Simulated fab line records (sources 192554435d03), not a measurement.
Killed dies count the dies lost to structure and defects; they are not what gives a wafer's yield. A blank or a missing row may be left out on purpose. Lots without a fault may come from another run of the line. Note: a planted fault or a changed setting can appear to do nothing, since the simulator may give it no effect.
Code-filled problem report in 8D (eight disciplines) form	flow n5 finfet	the parts of the form that need people (team, actions taken, sign-off) are left out
Where a reading is given only as a bound, like >300, the bound stands for it, and a mean or a difference that rests on one is marked > or <: the true number lies beyond.

1. PROBLEM STATEMENT
raw defect count at N5_BEOL_M0_CUTY_INSPECT_59 reads a mean of >300 on 2 wafers of 2 lots; wafers without a fault read 2.0 with a standard deviation of 1.4. So: +99 or more standard deviations from the usual mean.
The step: inspects for defects (macro).
First seen on wafer L938.3, day 8 01:33, on defect inspect-02. At this step, 24 wafers from 8 lots have a number in the record. The rule behind "out" and "out of limits": a value lying over 4 standard deviations away from the usual mean. Any other wafer with a number is counted as sound.

2. WHAT IT IS, AND WHAT IT ISN'T
question	is	is not
which readings at this step	raw defect count	-
which lots	L938, L939	L932, L945, L948, L949, L950, L951
which wafers of those lots	L938.3, L939.5	L938.4, L938.6, L939.3, L939.6
read on which gauges	defect inspect-02	defect inspect-01
when	from day 8 01:33	up to then (5 sound wafers); but 17 sound wafers of L939, L945, L948, L949, L950, L951 came after

3. WHAT RULES OUT EACH SUSPECT
Counting: a tool at a process step up to the reading stays a suspect if it ran every lot that is out. Sound lots after the first of them don't rule it out here, since some wafers of a struck lot are sound.
- the gauge at N5_BEOL_M0_CUTY_INSPECT_59 has been ruled out. All the wafers that are out were read on defect inspect-02, but those of them that N5_PASSIVATION_PROBE_49 has rows for are out there too, on other tools.
- rie diel-03 at N5_BEOL_M0_SAQP_ETCH_49 (etches SiO2 in CF4/O2, target depth 37 nm): kept. It ran every lot that is out, first L938 (day 8 01:07); its last sound lot up to then is L932 (day 6 15:29).
- At N5_BEOL_M0_SAQP_ETCH_49, inside rie diel-03: chamber 0 took the wafers that are out, while their sound lot-mates went through chambers 1, 2, 3.
Remaining after the count: rie diel-03 at N5_BEOL_M0_SAQP_ETCH_49.

4. THE CAUSE (what the simulator had put in)
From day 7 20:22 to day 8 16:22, rie diel-03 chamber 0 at N5_BEOL_M0_SAQP_ETCH_49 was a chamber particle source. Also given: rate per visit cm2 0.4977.
Counting left only this tool.

5. SEQUENCE OF EFFECTS, ordered by route
Each row: a reading whose mean over the struck wafers that have a number lies more than 3 standard deviations from the usual. Readings are gone through only where the record gives a usual standard deviation; hours: the median, over the lots, of the time from a lot's start at the first step in this table giving one to that lot's start at this step; sigmas: the change measured in usual standard deviations.
hours	step	reading	usual	on struck wafers	change	sigmas
0	N5_BEOL_M0_CUTY_INSPECT_59	raw defect count	2.0	>300	>+298	+99 or more
164	N5_PASSIVATION_PROBE_49	killed_at_M0_to_M3	33	96	+64	+5.8
The process steps in it:
- N5_PASSIVATION_PROBE_49
At these later measuring or inspecting steps, every struck wafer for which the step has a row has a number for every such reading, and none has moved that far: N5_BEOL_M4_RC_MEAS_101.

6. WHAT WOULD HAVE CAUGHT IT SOONER
Counted from the fault's start at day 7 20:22, it took 5 hours until the first out-of-limits reading at a measuring or inspecting step in this record, taken at day 8 01:33.
An alarm limit of 4 standard deviations would not have fired on the tool readings at N5_BEOL_M0_SAQP_ETCH_49 for which the record gives a usual standard deviation, since none of them was out on any struck wafer.
Of the lots that are out (2), L939 began N5_BEOL_M0_SAQP_ETCH_49 on rie diel-03 after day 8 01:33. It would have been spared by a hold on the tool at that moment.
